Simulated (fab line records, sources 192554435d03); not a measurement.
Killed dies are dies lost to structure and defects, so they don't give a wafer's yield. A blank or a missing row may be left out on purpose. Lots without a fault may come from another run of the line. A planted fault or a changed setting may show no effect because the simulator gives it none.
Split-lot experiment | flow n5_finfet | 7 lots, 39 wafers read, on a route of 1938 steps

THE SPLIT
At N5_SD_EPI_N_EXPOSE_06 (exposes mask SD N BLK, target cd 120 nm), the setting dose_mj was moved away from the recipe's 39.75 on 18 of the 39 wafers read, by -3.3% to +7.7%. The other wafers ran this setting at the recipe's value.

FROM THE SPLIT TO THE READING: what the file shows between them, 2 steps
- N5_SD_EPI_N_PEB_07: peb time 60 s
- N5_SD_EPI_N_DEVELOP_08: develop time 30 s

THE READING
cd_nm, in nm, at N5_SD_EPI_N_CD_MEAS_09 (target cd 120 nm). Fault-free wafers of this fab line usually give 120.1 nm, standard deviation 0.61 nm.

wafer  | tool, chamber at the split | dose_mj as run | against the recipe | cd_nm, nm | against lot-mates on the recipe
L076.1 | arfi_scanner-01, 0         | 38.78          | -2.4%              | 118.3     | -1.5
L076.2 | arfi_scanner-01, 0         | 39.75          | recipe             | 119.2     | -
L076.3 | arfi_scanner-01, 0         | 38.78          | -2.4%              | 118.1     | -1.7
L076.4 | arfi_scanner-01, 0         | 39.75          | recipe             | 120.2     | -
L076.5 | arfi_scanner-01, 0         | 39.75          | recipe             | 120.0     | -
L076.6 | arfi_scanner-01, 0         | 38.78          | -2.4%              | 117.7     | -2.1
L079.1 | arfi_scanner-03, 0         | 39.75          | recipe             | 121.5     | -
L079.2 | arfi_scanner-03, 0         | 39.75          | recipe             | 119.9     | -
L079.3 | arfi_scanner-03, 0         | 42.31          | +6.4%              | 125.4     | +4.6
L079.4 | arfi_scanner-03, 0         | 39.75          | recipe             | 121.1     | -
L079.5 | arfi_scanner-03, 0         | 42.31          | +6.4%              | 125.1     | +4.3
L079.6 | arfi_scanner-03, 0         | 42.31          | +6.4%              | 124.4     | +3.6
L080.1 | arfi_scanner-02, 0         | 41.29          | +3.9%              | 121.8     | +1.7
L080.2 | arfi_scanner-02, 0         | 39.75          | recipe             | 120.9     | -
L080.3 | arfi_scanner-02, 0         | 41.29          | +3.9%              | 123.0     | +2.9
L080.4 | arfi_scanner-02, 0         | 39.75          | recipe             | 119.6     | -
L080.5 | arfi_scanner-02, 0         | 41.29          | +3.9%              | 123.3     | +3.2
L080.6 | arfi_scanner-02, 0         | 39.75          | recipe             | 119.9     | -
L082.1 | arfi_scanner-02, 0         | 39.75          | recipe             | 120.8     | -
L082.3 | arfi_scanner-02, 0         | 39.75          | recipe             | 119.4     | -
L082.5 | arfi_scanner-02, 0         | 39.75          | recipe             | 120.2     | -
L086.1 | arfi_scanner-02, 0         | 38.44          | -3.3%              | 117.0     | -3.4
L086.2 | arfi_scanner-02, 0         | 39.75          | recipe             | 119.9     | -
L086.3 | arfi_scanner-02, 0         | 38.44          | -3.3%              | 118.1     | -2.3
L086.4 | arfi_scanner-02, 0         | 39.75          | recipe             | 120.6     | -
L086.5 | arfi_scanner-02, 0         | 39.75          | recipe             | 120.8     | -
L086.6 | arfi_scanner-02, 0         | 38.44          | -3.3%              | 118.5     | -1.9
L093.1 | arfi_scanner-01, 0         | 39.75          | recipe             | 119.7     | -
L093.2 | arfi_scanner-01, 0         | 39.75          | recipe             | 120.5     | -
L093.3 | arfi_scanner-01, 0         | 42.12          | +6.0%              | 124.3     | +4.2
L093.4 | arfi_scanner-01, 0         | 39.75          | recipe             | 120.1     | -
L093.5 | arfi_scanner-01, 0         | 42.12          | +6.0%              | 123.8     | +3.7
L093.6 | arfi_scanner-01, 0         | 42.12          | +6.0%              | 124.7     | +4.6
L095.1 | arfi_scanner-03, 0         | 42.81          | +7.7%              | 126.2     | +6.5
L095.2 | arfi_scanner-03, 0         | 39.75          | recipe             | 119.8     | -
L095.3 | arfi_scanner-03, 0         | 42.81          | +7.7%              | 123.7     | +4.0
L095.4 | arfi_scanner-03, 0         | 42.81          | +7.7%              | 124.9     | +5.2
L095.5 | arfi_scanner-03, 0         | 39.75          | recipe             | 120.1     | -
L095.6 | arfi_scanner-03, 0         | 39.75          | recipe             | 119.3     | -

THE FIT
A straight line over all 39 wafers: cd_nm changes by +0.689 nm for each +1% of dose_mj; r = +0.96; the points scatter about the line by 0.66 nm.
The same after taking each lot's own level away (the mean of its wafers on the recipe; 39 wafers): +0.686 nm for each +1%; r = +0.97; scatter 0.57 nm.
On that fit, the largest move of dose_mj shifts the reading by 5.3 nm.
The lots' own levels span 119.73 to 120.83 nm, that is 1.8 times the standard deviation above.
So the lot-to-lot level changes the slope little: the two slopes agree.
Check: with one of the wafers moved furthest among these (+7.7%) left out of the fit, the line predicts +5.05 nm for it against its lot-mates. It came out at +6.47 nm against them.

OTHER SPLITS ON THESE WAFERS
These wafers also went through other splits before the reading. Each is held against what the fit with the lots' levels taken away leaves over:
other split on the same wafers | wafers away from the commonest value | r with cd_nm (lot level and that fit taken away)
N5_WELL_APT_EXPOSE_05 dose_mj  | 18                                   | -0.18
N5_DUMMY_GATE_ETCH_32 time_s   | 15                                   | -0.05

THE WHOLE CHAIN: every reading that the file lists as answering this split, in the file's order
step                    | what it does                                                | reading                                                         | change (the file's fit)               | r (the file's)
N5_SD_EPI_N_CD_MEAS_09  | target cd 120 nm                                            | cd_nm                                                           | +0.677 nm for each +1% of the setting | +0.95
N5_SD_EPI_N_DESCUM_14   | chemistry O2, time 7.9 s                                    | SD_EPI_N.cd_nm (the simulator's own value, which no gauge read) | +0.702 nm for each +1% of the setting | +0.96
N5_SD_EPI_N_ETCH_34     | etches SiARC in CF4, target depth 45.5 nm, time 75.8 s      | SD_EPI_N.cd_nm (the simulator's own value, which no gauge read) | +0.685 nm for each +1% of the setting | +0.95
N5_SD_EPI_N_ETCH_35     | etches SOC in N2/H2, overetch 108 nm, time 486 s            | SD_EPI_N.cd_nm (the simulator's own value, which no gauge read) | +0.631 nm for each +1% of the setting | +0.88
N5_SD_EPI_N_ETCHBACK_44 | etches SiNx in CH3F/O2, stops on SiO2, target depth 14.5 nm | SD_EPI_N.cd_nm (the simulator's own value, which no gauge read) | +0.624 nm for each +1% of the setting | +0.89

THE FILE'S OWN FIT
cd_nm changes by +0.677 nm for each +1% of dose_mj, r = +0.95.
